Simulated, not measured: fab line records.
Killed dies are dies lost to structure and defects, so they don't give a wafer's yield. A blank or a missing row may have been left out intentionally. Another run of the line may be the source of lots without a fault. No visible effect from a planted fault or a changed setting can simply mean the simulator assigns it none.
Which tool did it? -- flow n5 finfet -- Sampling: 7 lots, 20 wafers, 4 of 1938 route steps

## WHAT THE GAUGES READ, wafer by wafer
N5_BEOL_M3_THK_MEAS_01.
lot,measured,on,M3_ILD_THK (nm)
L118,day 7 13:22,film metro-01,80.7 79.4 80.6
L120,day 8 08:57,film metro-01,78.5 79.6 80.3
L123,day 8 11:33,film metro-01,78.7 79.3 79.6
L125,day 9 08:04,film metro-02,78.3 79.3 79.4
L128,day 10 19:02,film metro-02,79.4 79.4 80.2
L137,day 12 18:55,film metro-02,46.6 79.4
L139,day 13 02:46,film metro-01,80.0 80.3 80.3

## EACH LOT AND THE TOOL THAT RAN IT (in order: tool; ch and the chambers of the sampled wafers; start)
lot,N5_BEOL_M2_SPUTTER_86,N5_BEOL_M2_SPUTTER_96,N5_BEOL_M3_ILD_DEP_00
L118,"pvd sputter-01, day 7 11:05","pvd sputter-01, day 7 12:11","pecvd-02 ch 0,2, day 7 13:19"
L120,"pvd sputter-02, day 8 06:34","pvd sputter-02, day 8 07:40","pecvd-04 ch 0,1,2, day 8 08:53"
L123,"pvd sputter-01, day 8 09:16","pvd sputter-01, day 8 10:22","pecvd-03 ch 0,1, day 8 11:29"
L125,"pvd sputter-03, day 9 05:44","pvd sputter-03, day 9 06:50","pecvd-02 ch 0,1, day 9 08:01"
L128,"pvd sputter-02, day 10 15:50","pvd sputter-02, day 10 16:56","pecvd-03 ch 0,2, day 10 18:58"
L137,"pvd sputter-03, day 12 16:38","pvd sputter-03, day 12 17:44","pecvd-03 ch 0,1, day 12 18:51"
L139,"pvd sputter-01, day 13 00:29","pvd sputter-01, day 13 01:35","pecvd-02 ch 1,2, day 13 02:41"
- N5_BEOL_M2_SPUTTER_86: material Cu, target thk 4.5 nm, time 8.29 s.
- N5_BEOL_M2_SPUTTER_96: material Cu, target thk 4.5 nm, time 8.29 s.
- N5_BEOL_M3_ILD_DEP_00: deposits SiOC from DEMS/O2, target thk 79 nm, time 15.3 s.

## THE ANSWER, worked out from the rows above alone
Rule: the lots themselves supply what counts as usual. The widest of any qualifying gaps counts: lots, ordered by their means at a reading, are off when they make up no more than a third of the lots, leave a main group of 4 or more, and stand apart from it by 3 or more times the standard deviation of that group's means. The tables above print the reading to a certain number of digits; a main group whose means all agree to those digits is not used. Also off: a lot with no number at a reading for which 4 or more lots have one. The other lots that the step has rows for count as sound.
Off: at N5_BEOL_M3_THK_MEAS_01 (M3_ILD_THK), L137. For the main group the mean is 79.6 nm and the standard deviation 0.47.
A tool fits if, at a process step before that reading, it ran every lot that is off, and no sound lot after the first of them. Gauges at N5_BEOL_M3_THK_MEAS_01: tried the same way as those tools. Can't be told from this: 3 tools fit, pvd sputter-03 at N5_BEOL_M2_SPUTTER_86 and N5_BEOL_M2_SPUTTER_96, pecvd-03 at N5_BEOL_M3_ILD_DEP_00, film metro-02 at N5_BEOL_M3_THK_MEAS_01.

## WHAT THE SIMULATOR PUT IN
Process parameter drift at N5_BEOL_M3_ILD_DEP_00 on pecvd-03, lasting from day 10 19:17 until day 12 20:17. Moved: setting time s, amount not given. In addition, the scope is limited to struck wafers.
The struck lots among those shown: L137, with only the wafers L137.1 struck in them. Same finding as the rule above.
